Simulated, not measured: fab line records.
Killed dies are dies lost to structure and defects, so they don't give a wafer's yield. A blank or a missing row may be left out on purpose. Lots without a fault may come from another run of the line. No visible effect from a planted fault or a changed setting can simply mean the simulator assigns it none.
Comparing a struck lot with a sound one ; flow n5_finfet ; 36 steps out of a route of 1938
Sound: the wafers L236.1, L236.4, L236.6. Wafers struck: L243.3, L243.6. At the end, the cause is stated.
At each step with rows: each side's tool, then ch and its chambers, then its first start. Under that, the readings that differ: sound wafers ; struck wafers ; difference of the means ; sigmas: that difference in standard deviations of wafers without a fault.
alike: same words and numbers on both sides, and readings whose means sit less than 2 such deviations apart. not compared: any withheld reading, any reading some wafer has no value for, any bound like >300 that may hide the same value, and any number with overlapping values for which the record gives no deviation.
A row with sigmas, a row that says differs or no value, or rows on one side alone: a step with any of these is where the two part. Non-overlapping numbers with no deviation appear without sigmas and do not part them. Lack of a reading on every wafer of one side parts them only where that side has two or more wafers.

first, 9 steps without rows for these wafers: N5_BEOL_M4_ANNEAL_95 (time 240 s); N5_BEOL_M4_SPUTTER_96 (material Cu, target thk 4.5 nm, time 8.29 s); N5_BEOL_M4_ECD_50 (material Cu, target thk 300 nm); N5_BEOL_M4_ANNEAL_51 (time 90 s); N5_BEOL_M4_CMP_52 (polishes, stops on SiOC, t overpolish 6.8 s, target thk 40 nm); N5_BEOL_M4_PRE_CLEAN_60 (time 15 s); N5_BEOL_M4_CO_CAP_55 (material Co, precursor CCTBA/H2, target thk 2 nm, time 102.1 s); N5_BEOL_M4_PRE_CLEAN_56 (time 15 s); N5_BEOL_M4_DEP_57 (deposits SiCN from 3MS/NH3, target thk 8 nm, time 14 s).
N5_BEOL_M4_RC_MEAS_101:
  sound on prober-02 ch 0, day 11 12:01; struck on prober-01 ch 0, day 13 14:42
reading;sound;struck;difference;sigmas
SS_N (mV/dec);71.6 71.0 71.8;73.0 72.6;+1.3;+2
  alike: DIBL_N, DIBL_P, IOFF_N, IOFF_P, ION_N, ION_P, SS_P, VT_N, VT_P
then, 24 steps without rows for these wafers: N5_BEOL_M5_ILD_DEP_00 (deposits SiCOH lowk from DEMS/porogen, target thk 140.64 nm, time 25.9 s); N5_BEOL_M5_CURE_79 (cures SiCOH lowk, time 240 s); N5_BEOL_M5_PECVD_70 (deposits SiO2 from TEOS/O2, target thk 16 nm, time 18 s); N5_BEOL_M5_HM_DEP_02 (deposits TiN, target thk 20 nm); N5_BEOL_M5_COAT_59 (time 60 s, resist thk 60 nm); N5_BEOL_M5_COAT_60 (time 60 s, resist thk 12 nm); N5_BEOL_M5_COAT_71 (time 60 s, resist thk 5 nm); N5_BEOL_M5_COAT_05 (resist thk 30 nm); N5_BEOL_M5_EBR_07; N5_BEOL_M5_SOFTBAKE_06 (time 60 s); N5_BEOL_M5_EXPOSE_08 (exposes mask M5, target cd 28 nm); N5_BEOL_M5_PEB_09 (peb time 60 s); N5_BEOL_M5_DEVELOP_10 (develop time 30 s); N5_BEOL_M5_DESCUM_16 (chemistry O2, time 7 s); N5_BEOL_M5_ETCH_72 (etches underlayer in N2/H2, target depth 6.5 nm, time 5.2 s); N5_BEOL_M5_ETCH_61 (etches SiARC in CF4, target depth 15.6 nm, time 26 s); N5_BEOL_M5_ETCH_62 (etches SOC in N2/H2, target depth 75 nm, overetch 15 nm, time 112.5 s); N5_BEOL_M5_STRIP_63 (strips in N2/H2); N5_BEOL_M5_STRIP_73 (strips in N2/H2); N5_BEOL_M5_STRIP_64 (strips in CF4); N5_BEOL_M5_HM_OPEN_17 (chemistry Cl2/BCl3, target TiN, target depth 20 nm, overetch 6 nm); N5_BEOL_M5_STRIP_19 (strips in O2); N5_BEOL_M5_COAT_65 (time 60 s, resist thk 60 nm); N5_BEOL_M5_COAT_66 (time 60 s, resist thk 12 nm).
-- record jumps: 2 days separate the struck wafers' starts on either side; left off in module BEOL_M5, taken up again in module BEOL_M10, whose first shown step is the route's number 1509 --
N5_BEOL_M10_VIA_ETCH_34: etches SiCOH lowk in C4F6/O2, target depth 184.5 nm, time 69.2 s.
  sound on rie_diel-04 ch 0,3, day 13 15:01; struck on rie_diel-04 ch 0,2, day 16 00:27
reading;sound;struck;difference;sigmas
showerhead_plenum_p_Torr (Torr);2.72 2.69 2.69;3.02 2.73;+0.17;+2
model.etch.depth_nm (nm);181.7 180.6 180.7;147.7 146.3;-34.0;
model.SOC_of_BEOL_M10_COAT_63.thk_nm (nm);92.4 92 92.2;93.6 93.2;+1.2;
  alike: drypump_motor_current_A, oes_product_au, rf_vpp_V, throttle_valve_pct
  not compared: rf_hours_counter_h
-- here the record skips 2 days between the struck wafers' starts before and after, leaving off in module BEOL_M10 and picking up in module PASSIVATION (first step shown: number 1936 of the route) --
N5_PASSIVATION_PROBE_49:
  rows exist in the record for the struck wafers here (prober-02, day 18 01:46), but not for the sound ones

WHERE THEY PART
Earliest at N5_BEOL_M4_RC_MEAS_101; latest, in this record, at N5_PASSIVATION_PROBE_49.

WHY: what the simulator had put in
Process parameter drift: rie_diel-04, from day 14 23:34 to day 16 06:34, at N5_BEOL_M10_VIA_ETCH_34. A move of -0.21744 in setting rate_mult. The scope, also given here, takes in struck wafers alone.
